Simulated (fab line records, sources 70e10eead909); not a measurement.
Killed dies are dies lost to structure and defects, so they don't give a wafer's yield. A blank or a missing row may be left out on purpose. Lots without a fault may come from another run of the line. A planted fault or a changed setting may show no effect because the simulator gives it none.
fab line records | flow nand_harc
record lots=21 wafers=63 last_day=24
route steps=1159 shown P_STI@88 P_GATE@150 P_CONTACT@242 P_M0@270
lots that met no fault: from a run of the same line without faults
start_h: hours from the record's first day to the start of the lot's first wafer shown | wait_h: hours since the lot's step before | " the same as in the row above | L1.1+2: a row that stands for several wafers | - no value, or no start given | * or withheld: withheld | < > ~ a bound
route shown NAME@n: a module of which the file shows steps, and the number in the route of the first | usual: mean/standard deviation of fault-free wafers | same: alike in all rows | chamber/n: place in a boat | sites: the reading at each site | _std_site: their standard deviation | _edge_site: outer sites' mean less inner sites' | radius_mm: how far each site lies from the wafer's centre | mask NAME#n: copy n | behind: the tool/chamber that last shaped the wafer | hold: why the lot was held/for how many hours/how that ended | device: the transistor (n, p or np) that didn't switch | end of line: the same wafers' tests at the end of the route | a step without rows: its recipe alone | killed: dies lost to structure and defects at the first sort, not the wafer's yield | map: a wafer's dies, x killed, . not, _ none there
set.NAME: the setting as run; set.NAME@STEP: as run at that earlier step | model.NAME: the simulator's own value behind a step, which no gauge read
steps of the route over a sample of lots; a table a step, a row a wafer
services: from which hour (start_h, from the record's first day; less than 0 if before it) a tool's chamber was out of use, for how many hours, and why
## steps
# step NHARC_P_STI_ETCH_42
# recipe target_depth_a=800 overetch_a=240 time_s=61 ion_energy_ev=200 n2_flow_sccm=150 h2_flow_sccm=150 ar_flow_sccm=0 rf_w=400 bias_w=150 chemistry=N2/H2
# usual bias_w=149.9/0.45 drypump_motor_current_A=5.76/0.26 n2_flow_sccm=149.9/0.44 oes_product_au=0.998/0.017 rf_vpp_V=431.0/1.9 showerhead_plenum_p_Torr=2.06/0.065 throttle_valve_pct=14.171/0.0091
# columns lot.wafer tool chamber start_h wait_h bias_w drypump_motor_current_A n2_flow_sccm oes_product_au rf_hours_counter_h rf_vpp_V showerhead_plenum_p_Torr throttle_valve_pct
L074.3 rie_diel-11 1 40.45 0.1 149.7 5.34 150.3 1.027 0.7 432.4 2.08 14.181
L074.2 " 2 " " 149.8 5.78 150.3 0.993 0.6 429.7 1.97 14.190
L074.5 " 0 " " 149.7 5.66 150.4 0.986 - 432.3 2.11 14.173
L075.1 rie_diel-01 3 40.60 0.1 149.8 5.79 150.4 0.996 4.4 430.8 2.03 14.166
L075.3 " 0 " " 150.3 5.65 149.4 1.013 3.7 433.8 2.14 14.190
L075.6 " 0 " " 150.0 5.70 149.9 1.021 - 433.1 2.14 14.160
L076.2 rie_diel-10 1 51.26 0.1 149.9 5.75 149.3 0.982 1.1 430.1 2.04 14.162
L076.3 " 0 " " 149.7 5.24 149.2 1.001 1.2 434.1 2.14 14.169
L076.4 " 2 " " 149.4 6.08 150.4 0.999 - 428.0 1.97 14.180
L077.3 rie_diel-01 1 56.14 0.1 149.4 5.81 148.8 0.975 3.7 430.5 2.01 14.167
L077.5 " 1 " " 149.7 5.83 149.2 0.978 - 428.9 2.01 14.156
L077.6 " 2 " " 150.7 5.90 150.0 1.022 - 430.7 2.02 14.183
L079.4 rie_diel-10 0 65.89 0.1 150.4 5.22 150.1 1.001 1.6 433.2 2.14 14.155
L079.6 " 2 " " 150.6 6.07 149.5 1.005 - 427.8 1.97 14.179
L079.5 " 3 " " 148.9 6.02 150.1 0.971 - 430.2 2.05 14.164
L080.4 rie_diel-11 1 72.02 0.2 150.4 5.34 150.0 1.041 1.9 432.3 2.08 14.168
L080.2 " 2 " " 149.8 5.78 150.4 0.993 2.0 428.8 1.97 14.157
L080.5 " 3 " " 149.6 6.16 149.7 1.005 - 434.1 2.18 14.180
L081.2 rie_diel-11 1 79.85 0.1 150.3 5.32 149.2 1.024 2.1 432.9 2.08 14.179
L081.6 " 3 " " 150.4 6.16 150.6 0.994 - 433.8 2.18 14.160
L081.5 " 0 " " 150.2 5.64 149.9 0.976 - 433.3 2.11 14.172
L082.1 rie_diel-10 1 80.01 0.1 150.2 5.73 150.5 0.988 1.9 429.6 2.04 14.163
L082.4 " 2 " " 150.3 6.04 149.9 0.993 1.9 428.3 1.97 14.168
L082.5 " 2 " " 149.4 6.06 150.5 1.002 - 429.1 1.97 14.171
L083.1 rie_diel-10 3 90.82 0.1 149.3 6.04 149.8 0.984 0.9 431.8 2.05 14.163
L083.3 " 1 " " 150.2 5.77 149.9 0.981 2.0 431.2 2.04 14.173
L083.5 " 0 " " 150.1 5.22 150.3 1.028 - 434.1 2.14 14.178
L084.1 rie_diel-01 3 95.66 0.1 149.5 5.83 150.0 0.995 7.5 430.9 2.03 14.163
L084.6 " 2 " " 150.2 5.92 150.4 1.029 - 430.9 2.02 14.167
L084.5 " 3 " " 150.0 5.79 149.8 0.996 - 431.6 2.03 14.187
L085.3 rie_diel-11 2 102.19 0.1 150.0 5.75 149.6 0.990 2.7 430.1 1.97 14.175
L085.1 " 0 " " 149.7 5.63 149.9 0.979 2.8 433.4 2.11 14.174
L085.5 " 3 " " 149.8 6.16 150.1 1.007 - 433.0 2.18 14.165
L086.1 rie_diel-01 2 113.19 0.1 150.3 5.89 149.6 1.032 8.2 428.6 2.02 14.173
L086.5 " 3 " " 148.9 5.80 149.3 0.994 - 428.9 2.03 14.161
L086.6 " 0 " " 150.0 5.69 149.9 1.008 - 432.8 2.14 14.152
L088.4 rie_diel-01 0 117.67 0.1 149.9 5.66 150.0 1.010 7.5 432.8 2.14 14.172
L088.1 " 1 " " 149.9 5.85 149.5 1.000 7.2 429.6 2.00 14.159
L088.5 " 0 " " 149.4 5.67 149.7 1.007 - 432.7 2.14 14.173
L087.3 rie_diel-10 0 117.84 0.1 150.7 5.22 150.3 1.002 2.4 432.0 2.14 14.166
L087.1 " 1 " " 150.5 5.78 150.6 0.974 2.5 430.2 2.04 14.163
L087.5 " 1 " " 149.4 5.78 150.7 0.975 - 430.0 2.04 14.156
L089.4 rie_diel-01 0 126.54 0.1 150.0 5.65 150.5 0.991 7.8 432.1 2.14 14.188
L089.3 " 1 " " 149.9 5.83 150.6 0.995 7.4 429.9 2.00 14.174
L089.5 " 3 " " 149.2 5.77 150.2 0.990 - 430.4 2.03 14.174
L091.1 rie_diel-11 0 133.86 0.1 149.8 5.65 150.1 0.966 4.0 432.5 2.11 14.169
L091.3 " 1 " " 149.5 5.32 150.2 1.031 3.8 432.3 2.08 14.155
L091.6 " 3 " " 149.3 6.17 150.0 1.006 - 434.1 2.18 14.175
L090.3 rie_diel-10 0 134.02 0.1 150.0 5.20 149.6 1.010 2.6 432.0 2.14 14.191
L090.1 " 1 " " 150.8 5.79 149.7 0.970 2.8 431.6 2.04 14.165
L090.5 " 0 " " 150.0 5.21 149.8 1.007 - 433.8 2.14 14.165
L092.2 rie_diel-01 3 147.13 0.1 151.1 5.79 149.7 0.982 0.0 432.2 2.03 14.166
L092.1 " 1 " " 149.6 5.83 150.5 0.987 0.0 428.7 2.00 14.168
L092.6 " 3 " " 149.1 5.82 149.9 0.992 - 429.1 2.03 14.175
L093.4 rie_diel-11 3 147.29 0.1 149.8 6.17 149.2 1.013 5.0 435.3 2.18 14.161
L093.3 " 1 " " 149.6 5.31 150.2 1.028 4.5 432.0 2.08 14.176
L093.6 " 3 " " 149.6 6.16 149.8 1.013 - 433.6 2.18 14.186
L095.4 rie_diel-10 1 161.14 0.1 150.2 5.76 150.1 0.988 - 430.0 2.04 14.158
L095.5 " 2 " " 150.9 6.09 149.5 0.987 - 427.9 1.97 14.170
L095.6 " 0 " " 149.5 5.22 149.4 1.013 - 433.5 2.14 14.169
L097.1 rie_diel-11 0 173.44 0.1 149.5 5.64 149.6 0.986 5.9 432.4 2.11 14.173
L097.2 " 2 " " 149.7 5.74 150.3 0.987 5.9 428.1 1.97 14.170
L097.5 " 1 " " 150.0 5.33 149.0 1.016 - 430.8 2.08 14.171
# step NHARC_P_GATE_STRIP_108
# recipe o2_flow_sccm=500 ar_flow_sccm=0 bias_w=0 chemistry=O2
# usual drypump_motor_current_A=6.0/0.47 oes_product_au=1.003/0.011 rf_vpp_V=57.6/0.83 showerhead_plenum_p_Torr=3.42/0.1 throttle_valve_pct=17.035/0.0092
# same bias_w=0
# columns lot.wafer tool chamber start_h wait_h drypump_motor_current_A oes_product_au rf_hours_counter_h rf_vpp_V showerhead_plenum_p_Torr throttle_valve_pct
L074.2 rie_diel-08 0 96.55 - 5.9 1.010 30 59.9 3.36 17.042
L074.3 " 1 " " 6.5 0.974 29 57.2 3.35 17.034
L074.5 " 0 " " 5.9 1.011 - 57.5 3.36 17.040
L075.1 rie_diel-05 3 96.88 - 4.8 0.994 39 58.0 3.46 17.034
L075.3 " 2 " " 6.4 1.010 34 57.3 3.29 17.030
L075.6 " 3 " " 4.8 1.009 - 57.6 3.46 17.043
L076.2 rie_diel-12 1 103.64 - 6.0 1.002 11 57.9 3.49 17.030
L076.4 " 2 " " 5.4 1.003 8 59.3 3.57 17.027
L076.3 " 3 " " 6.3 1.019 11 58.7 3.32 17.023
L077.3 rie_diel-12 3 111.68 - 6.3 1.021 12 56.4 3.32 17.045
L077.6 " 0 " " 6.6 1.007 - 57.8 3.51 17.054
L077.5 " 1 " " 6.0 1.013 - 57.4 3.49 17.034
L079.4 rie_diel-08 2 119.42 - 6.1 0.992 34 55.9 3.31 17.029
L079.6 " 3 " " 6.0 0.996 - 56.4 3.51 17.030
L079.5 " 0 " " 5.9 1.016 - 56.9 3.35 17.040
L080.2 rie_diel-05 0 126.06 - 5.9 1.003 48 58.0 3.35 17.043
L080.4 " 1 " " 6.0 1.006 - 58.2 3.44 17.034
L080.5 " 3 " " 4.8 1.001 - 56.4 3.46 17.052
L082.1 rie_diel-12 3 134.17 - 6.3 1.034 16 58.5 3.32 17.017
L082.4 " 0 " " 6.6 1.007 17 57.8 3.51 17.052
L082.5 " 3 " " 6.3 1.033 - 56.3 3.32 17.031
L081.2 rie_diel-05 1 134.22 - 6.0 0.999 49 57.4 3.44 17.034
L081.6 " 1 " " 6.0 0.999 - 58.9 3.44 17.026
L081.5 " 2 " " 6.3 1.006 - 57.3 3.29 17.047
L083.1 rie_diel-05 0 141.15 - 5.9 1.006 54 57.2 3.35 17.047
L083.3 " 1 " " 6.0 0.994 51 58.0 3.43 17.037
L083.5 " 0 " " 5.9 1.003 - 56.6 3.35 17.023
L084.1 rie_diel-12 0 147.28 - 6.6 1.006 20 55.6 3.51 17.048
L084.6 " 0 " " 6.6 1.005 - 57.9 3.51 17.027
L084.5 " 1 " " 6.0 0.995 - 57.6 3.48 17.060
L087.3 rie_diel-12 0 164.91 - 6.7 0.995 24 58.7 3.51 17.041
L087.1 " 2 " " 5.4 1.002 22 58.2 3.56 17.027
L087.5 " 3 " " 6.3 1.026 - 56.1 3.32 17.037
L088.1 rie_diel-08 0 165.41 - 5.8 1.003 11 57.7 3.35 17.034
L088.4 " 2 " " 6.1 1.010 14 56.6 3.30 17.040
L088.5 " 0 " " 5.9 1.000 - 57.7 3.35 17.028
L086.1 rie_diel-12 2 166.34 - 5.4 1.009 23 56.9 3.56 17.044
L086.5 " 0 " " 6.6 1.002 - 58.4 3.51 17.018
L086.6 " 3 " " 6.3 1.013 - 57.6 3.32 17.021
L085.1 rie_diel-12 0 166.77 - 6.6 0.998 25 56.0 3.51 17.022
L085.3 " 3 " " 6.3 1.022 25 56.8 3.32 17.024
L085.5 " 3 " " 6.3 1.012 - 58.6 3.32 17.032
L089.4 rie_diel-08 0 178.21 - 5.9 1.016 17 58.4 3.34 17.040
L089.3 " 1 " " 6.5 0.982 10 57.8 3.34 17.024
L089.5 " 3 " " 6.1 1.008 - 56.7 3.49 17.045
L090.3 rie_diel-08 2 186.81 - 6.1 1.004 25 57.7 3.30 17.038
L090.1 " 0 " " 5.8 0.995 20 57.0 3.34 17.050
L090.5 " 2 " " 6.1 1.000 - 56.5 3.30 17.061
L091.1 rie_diel-12 3 186.91 - 6.3 1.020 28 56.9 3.31 17.032
L091.3 " 1 " " 6.0 0.992 27 58.3 3.48 17.034
L091.6 " 3 " " 6.3 1.010 - 57.1 3.32 17.023
L093.3 rie_diel-08 3 204.48 - 6.0 1.003 31 58.7 3.49 17.030
L093.4 " 2 " " 6.1 1.009 30 58.1 3.29 17.026
L093.6 " 3 " " 6.0 1.008 - 56.7 3.49 17.028
L092.2 rie_diel-08 1 205.54 - 6.5 0.999 16 57.4 3.34 17.040
L092.1 " 2 " " 6.1 1.009 30 57.5 3.29 17.033
L092.6 " 0 " " 5.8 1.006 - 56.2 3.34 17.041
L095.4 rie_diel-12 2 218.75 - 5.4 0.981 1 58.2 3.55 17.031
L095.6 " 3 " " 6.3 1.023 - 57.6 3.31 17.033
L095.5 " 0 " " 6.6 0.988 - 57.3 3.50 17.029
L097.2 rie_diel-05 3 225.67 - 4.8 1.008 18 58.9 3.44 17.034
L097.1 " 0 " " 5.9 1.011 21 57.0 3.33 17.034
L097.5 " 0 " " 5.9 0.993 - 57.7 3.33 17.040
# step NHARC_P_CONTACT_STRIP_28
# recipe o2_flow_sccm=500 ar_flow_sccm=0 bias_w=0 chemistry=O2
# usual drypump_motor_current_A=5.9/0.45 oes_product_au=1.004/0.012 rf_vpp_V=57.8/0.89 showerhead_plenum_p_Torr=3.50/0.15 throttle_valve_pct=17.036/0.0089
# same bias_w=0
# columns lot.wafer tool chamber start_h wait_h drypump_motor_current_A oes_product_au rf_hours_counter_h rf_vpp_V showerhead_plenum_p_Torr throttle_valve_pct
L075.3 rie_diel-03 2 119.82 0.1 5.6 0.978 6 58.5 3.63 17.025
L075.1 " 3 " " 5.6 0.992 7 56.9 3.49 17.037
L075.6 " 1 " " 5.0 1.003 - 59.1 3.51 17.040
L074.3 rie_diel-13 3 120.40 0.1 5.9 0.997 1 56.2 3.46 17.037
L074.2 " 2 " " 6.5 1.003 1 58.5 3.33 17.041
L074.5 " 0 " " 6.0 1.007 - 56.8 3.30 17.039
L076.3 rie_diel-13 0 124.51 0.1 6.0 1.003 2 55.8 3.30 17.026
L076.4 " 1 " " 6.2 1.002 2 58.1 3.77 17.029
L076.2 " 2 " " 6.5 0.996 2 57.3 3.33 17.038
L077.3 rie_diel-02 1 132.33 0.1 5.7 1.020 62 57.4 3.61 17.051
L077.6 " 3 " " 4.9 1.029 - 57.8 3.63 17.021
L077.5 " 0 " " 6.3 0.987 - 57.7 3.49 17.047
L079.4 rie_diel-13 3 139.76 0.1 5.9 1.011 3 56.1 3.46 17.029
L079.5 " 1 " " 6.3 1.005 - 58.8 3.77 17.047
L079.6 " 2 " " 6.5 1.003 - 57.2 3.33 17.049
L080.2 rie_diel-13 3 146.45 0.1 5.9 1.006 3 57.9 3.46 17.051
L080.4 " 1 " " 6.2 0.992 4 59.7 3.77 17.031
L080.5 " 3 " " 5.9 1.007 - 60.0 3.46 17.048
L081.2 rie_diel-13 1 155.05 0.1 6.2 0.998 5 57.8 3.77 17.037
L081.6 " 3 " " 5.9 1.013 - 57.6 3.46 17.029
L081.5 " 0 " " 6.0 1.014 - 56.8 3.29 17.030
L082.4 rie_diel-13 1 160.80 0.1 6.3 1.006 5 60.2 3.77 17.037
L082.1 " 0 " " 6.0 1.008 5 56.8 3.29 17.023
L082.5 " 1 " " 6.3 1.010 - 58.1 3.77 17.042
L083.3 rie_diel-13 1 164.30 0.1 6.2 1.012 6 57.1 3.77 17.035
L083.1 " 2 " " 6.5 1.006 5 57.1 3.33 17.046
L083.5 " 3 " " 5.9 1.017 - 56.5 3.46 17.031
L084.1 rie_diel-13 3 167.67 0.1 5.9 1.011 5 58.3 3.46 17.040
L084.6 " 0 " " 6.0 0.998 - 57.3 3.29 17.047
L084.5 " 1 " " 6.2 1.006 - 58.4 3.77 17.039
L088.1 rie_diel-03 1 186.20 0.1 5.0 1.001 13 57.8 3.51 17.039
L088.4 " 0 " " 5.9 1.005 13 58.4 3.66 17.051
L088.5 " 2 " " 5.6 0.973 - 57.8 3.63 17.036
L087.3 rie_diel-13 3 187.52 0.1 5.9 1.006 7 58.2 3.46 17.043
L087.1 " 0 " " 6.0 1.000 8 56.6 3.29 17.030
L087.5 " 2 " " 6.5 1.002 - 57.7 3.33 17.028
L086.1 rie_diel-13 0 189.29 0.1 6.0 1.010 8 56.5 3.29 17.038
L086.5 " 2 " " 6.5 1.009 - 56.6 3.33 17.039
L086.6 " 3 " " 5.9 0.998 - 56.4 3.46 17.031
L085.3 rie_diel-03 1 192.26 0.1 5.0 1.002 13 57.7 3.50 17.052
L085.1 " 2 " " 5.6 0.968 15 57.6 3.62 17.033
L085.5 " 0 " " 5.9 0.995 - 58.6 3.66 17.047
L089.3 rie_diel-03 3 198.38 0.1 5.6 0.995 16 58.4 3.49 17.038
L089.4 " 3 " " 5.6 0.994 - 58.6 3.49 17.029
L089.5 " 0 " " 5.8 1.005 - 58.3 3.66 17.047
L090.3 rie_diel-13 3 207.80 0.1 5.9 1.009 9 57.8 3.46 17.027
L090.1 " 0 " " 6.0 1.014 10 57.7 3.29 17.037
L090.5 " 2 " " 6.5 1.013 - 56.7 3.33 17.021
L091.1 rie_diel-03 1 208.16 0.1 5.0 1.011 16 57.9 3.50 17.047
L091.3 " 3 " " 5.6 1.023 17 57.8 3.49 17.034
L091.6 " 0 " " 5.9 1.011 - 57.7 3.66 17.033
L093.4 rie_diel-03 1 225.00 0.1 5.0 1.007 0 56.7 3.50 17.054
L093.3 " 2 " " 5.6 0.968 0 57.3 3.62 17.022
L093.6 " 3 " " 5.6 1.011 - 58.3 3.49 17.046
L092.1 rie_diel-03 1 226.47 0.1 5.0 1.006 0 57.9 3.50 17.032
L092.2 " 2 " " 5.6 0.956 0 57.8 3.62 17.038
L092.6 " 3 " " 5.6 1.001 - 57.4 3.49 17.041
L095.4 rie_diel-02 0 239.75 0.1 6.3 1.003 32 57.9 3.47 17.031
L095.6 " 2 " " 5.7 1.001 - 57.2 3.38 17.042
L095.5 " 3 " " 4.9 1.006 - 57.5 3.61 17.017
L097.2 rie_diel-02 2 246.36 0.1 5.7 0.998 31 58.6 3.38 17.029
L097.1 " 0 " " 6.3 1.005 33 58.0 3.47 17.031
L097.5 " 2 " " 5.7 1.003 - 57.7 3.38 17.050
# step NHARC_P_CONTACT_DEGAS_38
# recipe temp_c=300 time_s=60
# usual heater_power_w=436/48
# columns lot.wafer tool chamber start_h wait_h heater_power_w
L075.1 pvd_sputter-01 - 120.44 - 567
L075.3 " - " " 399
L075.6 " - " " 550
L074.3 pvd_sputter-03 - 121.03 - 436
L074.2 " - " " 460
L074.5 " - " " 467
L076.2 pvd_sputter-02 - 125.13 - 412
L076.4 " - " " 398
L076.3 " - " " 474
L077.3 pvd_sputter-01 - 132.96 - 397
L077.5 " - " " 378
L077.6 " - " " 556
L079.4 pvd_sputter-03 - 140.37 - 469
L079.5 " - " " 436
L079.6 " - " " 438
L080.4 pvd_sputter-03 - 147.08 - 403
L080.2 " - " " 461
L080.5 " - " " 399
L081.2 pvd_sputter-03 - 155.66 - 399
L081.5 " - " " 397
L081.6 " - " " 438
L082.1 pvd_sputter-02 - 161.45 - 461
L082.4 " - " " 413
L082.5 " - " " 400
L083.1 pvd_sputter-03 - 164.92 - 463
L083.3 " - " " 448
L083.5 " - " " 455
L084.1 pvd_sputter-03 - 168.28 - 436
L084.6 " - " " 407
L084.5 " - " " 437
L088.1 pvd_sputter-01 - 186.85 - 407
L088.4 " - " " 417
L088.5 " - " " 585
L087.3 pvd_sputter-01 - 188.15 - 379
L087.1 " - " " 573
L087.5 " - " " 578
L086.1 pvd_sputter-02 - 189.89 - 476
L086.5 " - " " 469
L086.6 " - " " 403
L085.3 pvd_sputter-03 - 192.90 - 451
L085.1 " - " " 396
L085.5 " - " " 435
L089.3 pvd_sputter-02 - 199.02 - 393
L089.4 " - " " 480
L089.5 " - " " 400
L090.1 pvd_sputter-03 - 208.40 - 445
L090.3 " - " " 391
L090.5 " - " " 450
L091.3 pvd_sputter-02 - 208.84 - 421
L091.1 " - " " 426
L091.6 " - " " 407
L093.3 pvd_sputter-02 - 225.62 - 401
L093.4 " - " " 380
L093.6 " - " " 384
L092.1 pvd_sputter-03 - 227.08 - 457
L092.2 " - " " 466
L092.6 " - " " 448
L095.4 pvd_sputter-01 - 240.36 - 582
L095.5 " - " " 375
L095.6 " - " " 582
L097.2 pvd_sputter-02 - 247.01 - 428
L097.1 " - " " 472
L097.5 " - " " 435
# step NHARC_P_M0_STRIP_18
# recipe power_w=1000 n2_flow_sccm=150 h2_flow_sccm=150 ar_flow_sccm=0 bias_w=0 chemistry=N2/H2
# usual drypump_motor_current_A=5.72/0.3 n2_flow_sccm=149.9/0.47 oes_product_au=0.998/0.014 rf_vpp_V=90.7/0.97 showerhead_plenum_p_Torr=2.04/0.11 throttle_valve_pct=14.171/0.009
# same bias_w=0
# columns lot.wafer tool chamber start_h wait_h drypump_motor_current_A n2_flow_sccm oes_product_au rf_hours_counter_h rf_vpp_V showerhead_plenum_p_Torr throttle_valve_pct
L075.1 rie_diel-07 2 128.44 0.1 5.63 149.8 1.017 6 89.8 1.91 14.163
L075.3 " 0 " " 5.71 150.3 0.976 6 90.2 1.92 14.177
L075.6 " 2 " " 5.65 149.4 1.018 - 90.3 1.91 14.160
L074.3 rie_diel-06 2 130.47 0.1 5.48 149.2 1.023 5 90.6 2.21 14.180
L074.2 " 1 " " 6.11 150.2 0.981 5 90.7 1.95 14.167
L074.5 " 2 " " 5.44 149.5 1.026 - 91.7 2.21 14.161
L076.4 rie_diel-04 2 137.72 0.1 6.03 150.4 1.007 1 91.7 1.98 14.175
L076.2 " 3 " " 5.98 150.1 0.991 1 91.5 2.12 14.163
L076.3 " 0 " " 5.75 150.0 1.011 1 91.7 2.12 14.186
L077.3 rie_diel-04 1 141.84 0.1 5.70 150.1 0.981 1 90.8 1.97 14.181
L077.6 " 3 " " 5.99 150.9 0.986 - 91.3 2.12 14.173
L077.5 " 0 " " 5.75 149.9 0.995 - 91.2 2.12 14.167
L079.4 rie_diel-07 1 145.64 0.1 5.00 149.6 1.002 6 92.2 2.20 14.174
L079.6 " 0 " " 5.74 150.5 0.982 - 90.4 1.92 14.168
L079.5 " 1 " " 5.02 149.6 1.001 - 90.3 2.20 14.169
L080.2 rie_diel-07 2 150.66 0.1 5.63 150.5 1.011 7 90.9 1.91 14.158
L080.4 " 1 " " 5.02 150.6 0.993 6 91.0 2.20 14.170
L080.5 " 3 " " 5.54 150.9 0.997 - 88.7 1.93 14.176
L081.2 rie_diel-06 3 159.49 0.1 5.80 150.3 1.017 7 89.8 2.00 14.165
L081.5 " 2 " " 5.48 149.9 1.023 - 89.6 2.21 14.185
L081.6 " 3 " " 5.81 149.6 1.029 - 91.3 2.00 14.180
L082.4 rie_diel-07 3 170.46 0.1 5.55 150.1 1.001 9 90.2 1.93 14.183
L082.1 " 2 " " 5.59 149.3 0.994 9 89.4 1.91 14.176
L082.5 " 3 " " 5.56 150.0 0.992 - 89.6 1.93 14.187
L083.3 rie_diel-04 2 173.60 0.1 6.02 149.2 0.989 4 90.7 1.98 14.176
L083.1 " 0 " " 5.78 150.1 1.002 3 89.7 2.12 14.175
L083.5 " 2 " " 6.03 149.8 0.992 - 92.2 1.98 14.180
L084.1 rie_diel-06 1 176.94 0.1 6.07 150.3 0.986 7 90.6 1.95 14.161
L084.5 " 2 " " 5.45 149.2 1.021 - 92.1 2.21 14.170
L084.6 " 3 " " 5.82 149.0 1.019 - 90.5 2.00 14.160
L088.1 rie_diel-04 2 189.70 0.1 6.03 149.9 1.001 6 89.7 1.98 14.175
L088.4 " 3 " " 5.97 150.1 0.991 6 91.3 2.11 14.157
L088.5 " 2 " " 6.05 149.4 0.999 - 90.2 1.98 14.162
L087.3 rie_diel-06 1 195.08 0.1 6.07 150.0 0.974 8 89.8 1.95 14.169
L087.1 " 2 " " 5.45 150.4 1.012 9 92.9 2.21 14.166
L087.5 " 0 " " 6.15 150.3 1.002 - 90.4 2.16 14.175
L086.1 rie_diel-07 0 195.71 0.1 5.71 149.4 0.992 10 90.1 1.92 14.175
L086.5 " 3 " " 5.55 149.8 0.993 - 90.5 1.93 14.169
L086.6 " 0 " " 5.72 149.1 0.980 - 90.7 1.92 14.194
L085.3 rie_diel-06 2 197.11 0.1 5.39 149.6 1.012 9 91.5 2.21 14.164
L085.1 " 0 " " 6.13 149.4 0.993 7 92.1 2.16 14.171
L085.5 " 2 " " 5.42 150.2 1.020 - 92.4 2.21 14.153
L089.3 rie_diel-06 1 206.52 0.1 6.10 150.2 0.972 9 89.3 1.95 14.162
L089.5 " 1 " " 6.07 150.3 0.973 - 89.4 1.95 14.168
L089.4 " 3 " " 5.83 149.2 1.013 - 89.4 1.99 14.159
L090.1 rie_diel-06 3 214.71 0.1 5.83 149.8 1.008 10 91.1 1.99 14.178
L090.3 " 0 " " 6.16 149.9 1.001 8 90.6 2.16 14.163
L090.5 " 3 " " 5.83 149.6 1.012 - 91.2 1.99 14.182
L091.1 rie_diel-07 0 215.03 0.1 5.72 150.1 0.983 12 91.4 1.92 14.155
L091.3 " 2 " " 5.64 149.9 0.990 11 90.3 1.91 14.168
L091.6 " 0 " " 5.75 150.2 0.986 - 90.1 1.92 14.167
L093.3 rie_diel-04 0 229.91 0.2 5.74 150.7 0.996 - 91.9 2.12 14.163
L093.4 " 3 " " 5.98 149.6 0.980 - 90.5 2.11 14.170
L093.6 " 0 " " 5.77 150.4 0.997 - 91.1 2.12 14.184
L092.2 rie_diel-06 2 234.93 0.1 5.45 150.4 1.019 12 92.3 2.20 14.185
L092.1 " 3 " " 5.82 148.6 1.013 12 90.0 1.99 14.169
L092.6 " 0 " " 6.16 149.8 0.997 - 90.7 2.16 14.175
L095.4 rie_diel-04 1 243.60 0.1 5.71 149.9 0.980 7 89.7 1.97 14.162
L095.5 " 0 " " 5.76 150.5 1.010 - 91.8 2.12 14.183
L095.6 " 1 " " 5.71 149.2 0.978 - 90.5 1.97 14.180
L097.2 rie_diel-07 0 251.39 0.1 5.70 149.7 0.993 2 88.3 1.92 14.172
L097.1 " 1 " " 5.02 149.8 1.010 2 92.4 2.20 14.164
L097.5 " 3 " " 5.57 149.5 1.012 - 89.5 1.93 14.180
# step NHARC_P_M0_PVD_20
# recipe target_thk_a=50 bias_v=168.6 power_w=15000 chamber_pressure_pa=0.12 time_s=8.06 substrate_temp_c=50 material=TaN
# usual cathode_dc_power_W=15000/2.7 throttle_valve_pct=29.8/1.1
# columns lot.wafer tool chamber start_h wait_h cathode_dc_power_W throttle_valve_pct
L075.3 pvd_sputter-02 - - - 15003 29.4
L075.1 " - " " 15004 29.1
L075.6 " - " " 15004 27.4
L074.3 pvd_sputter-02 - - - 15004 30.1
L074.2 " - " " 15003 27.7
L074.5 " - " " 15001 30.5
L076.4 pvd_sputter-02 - - - 15000 29.2
L076.3 " - " " 14998 29.7
L076.2 " - " " 15002 30.1
L077.3 pvd_sputter-01 - - - 14999 29.3
L077.5 " - " " 15000 31.3
L077.6 " - " " 14998 29.5
L079.4 pvd_sputter-03 - - - 15001 30.2
L079.6 " - " " 15003 30.0
L079.5 " - " " 15000 31.0
L080.4 pvd_sputter-01 - - - 14998 29.1
L080.2 " - " " 15003 30.7
L080.5 " - " " 14998 31.3
L081.2 pvd_sputter-02 - - - 14998 29.5
L081.5 " - " " 14996 29.2
L081.6 " - " " 15000 27.5
L082.4 pvd_sputter-01 - - - 15001 31.4
L082.1 " - " " 14998 29.3
L082.5 " - " " 15001 31.5
L083.3 pvd_sputter-03 - - - 14999 29.9
L083.1 " - " " 15001 31.0
L083.5 " - " " 14998 29.6
L084.1 pvd_sputter-02 - - - 15001 29.1
L084.6 " - " " 15000 29.2
L084.5 " - " " 15006 30.5
L088.1 pvd_sputter-01 - - - 15003 29.0
L088.4 " - " " 15001 31.3
L088.5 " - " " 14991 29.2
L087.1 pvd_sputter-02 - - - 15002 30.4
L087.3 " - " " 14997 29.3
L087.5 " - " " 15002 30.3
L086.1 pvd_sputter-01 - - - 15005 31.3
L086.6 " - " " 15004 31.4
L086.5 " - " " 15001 30.6
L085.3 pvd_sputter-03 - - - 15001 30.4
L085.1 " - " " 14995 30.9
L085.5 " - " " 14999 30.0
L089.3 pvd_sputter-01 - - - 15000 31.5
L089.4 " - " " 14999 30.3
L089.5 " - " " 15003 29.2
L090.3 pvd_sputter-03 - - - 15002 30.1
L090.1 " - " " 14999 28.9
L090.5 " - " " 15003 30.0
L091.3 pvd_sputter-03 - - - 14999 28.7
L091.1 " - " " 15001 30.1
L091.6 " - " " 15000 29.9
L093.4 pvd_sputter-03 - - - 14999 30.2
L093.3 " - " " 15001 29.8
L093.6 " - " " 14996 30.3
L092.2 pvd_sputter-02 - - - 14999 31.3
L092.1 " - " " 15002 28.6
L092.6 " - " " 14999 28.1
L095.4 pvd_sputter-03 - - - 15002 30.2
L095.6 " - " " 15004 29.8
L095.5 " - " " 15000 28.4
L097.1 pvd_sputter-03 - - - 15004 30.7
L097.2 " - " " 15004 29.7
L097.5 " - " " 14999 29.4
## services
# columns tool chamber start_h hours kind
rie_diel-06 0 22.07 2.0 repair
rie_diel-12 - 25.40 9.0 pm
pvd_sputter-02 - 36.00 10.0 pm
pvd_sputter-01 - 50.73 1.4 repair
pvd_sputter-03 - 56.93 3.4 repair
pvd_sputter-02 - 57.15 2.2 repair
rie_diel-06 - 64.20 9.0 pm
rie_diel-12 2 77.45 16.1 repair
rie_diel-13 1 95.91 12.8 repair
rie_diel-13 - 99.00 9.0 pm
pvd_sputter-03 - 102.00 10.0 pm
pvd_sputter-02 - 148.48 3.7 repair
pvd_sputter-01 - 158.00 10.0 pm
rie_diel-12 1 161.78 6.8 repair
rie_diel-13 - 174.85 0.5 repair
pvd_sputter-03 - 176.10 4.3 repair
rie_diel-12 0 180.73 6.9 repair
pvd_sputter-03 - 184.20 6.2 repair
rie_diel-12 - 202.54 9.0 pm
rie_diel-13 2 209.92 5.3 repair
pvd_sputter-02 - 214.00 10.0 pm
rie_diel-12 1 232.61 3.2 repair
pvd_sputter-02 - 241.48 1.1 repair
pvd_sputter-01 - 248.87 13.3 repair
## key
fault none
